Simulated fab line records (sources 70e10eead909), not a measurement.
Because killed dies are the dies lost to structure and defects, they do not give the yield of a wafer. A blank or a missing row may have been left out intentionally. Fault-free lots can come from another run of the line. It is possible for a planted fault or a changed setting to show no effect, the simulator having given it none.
The tool behind it: which one? || flow nand_harc || 12 lots, 36 wafers sampled, at 1 step of a route of 1302

== WHAT THE GAUGES SHOWED, per wafer ==
NHARC_A_START_INSPECT_01.
{"lot": "L076", "measured": "day 7 16:56", "on": "defect_inspect-01", "raw_defect_count": "5 4 2"}
{"lot": "L077", "measured": "day 7 22:49", "on": "defect_inspect-02", "raw_defect_count": "3 3 3"}
{"lot": "L079", "measured": "day 8 19:06", "on": "defect_inspect-02", "raw_defect_count": "1 7 3"}
{"lot": "L081", "measured": "day 9 14:04", "on": "defect_inspect-02", "raw_defect_count": "2 4 2"}
{"lot": "L083", "measured": "day 10 10:00", "on": "defect_inspect-02", "raw_defect_count": "1 2 6"}
{"lot": "L085", "measured": "day 11 04:34", "on": "defect_inspect-01", "raw_defect_count": "2 3 2"}
{"lot": "L087", "measured": "day 12 02:21", "on": "defect_inspect-02", "raw_defect_count": "4 5 2"}
{"lot": "L089", "measured": "day 12 21:14", "on": "defect_inspect-01", "raw_defect_count": "1 2 2"}
{"lot": "L091", "measured": "day 13 11:51", "on": "defect_inspect-01", "raw_defect_count": "3 1 8"}
{"lot": "L093", "measured": "day 14 21:16", "on": "defect_inspect-01", "raw_defect_count": "7 0 5"}
{"lot": "L095", "measured": "day 15 15:32", "on": "defect_inspect-01", "raw_defect_count": "3 3 4"}
{"lot": "L097", "measured": "day 16 09:12", "on": "defect_inspect-02", "raw_defect_count": "3 3 3"}

== EACH LOT AND THE TOOL THAT RAN IT (in order: tool; ch and the chambers of the sampled wafers; start) ==
The record shows no process step preceding these readings.

== THE ANSWER, worked out from the rows above alone ==
Rule: the usual values come from the lots themselves. The widest of any qualifying gaps counts: lots, ordered by their means at a reading, are off when they make up no more than a third of the lots, leave a main group of 4 or more, and stand apart from it by 3 or more times the standard deviation of that group's means. Not used: any main group whose means are identical at the precision the tables above print for the reading. A lot without any number at a reading at which 4 lots or more have one is off too. Where the step has rows for the other lots, those lots are counted as sound.
No lot is off at any reading shown: from this, nothing can be told.

== WHAT THE SIMULATOR HAD INSERTED ==
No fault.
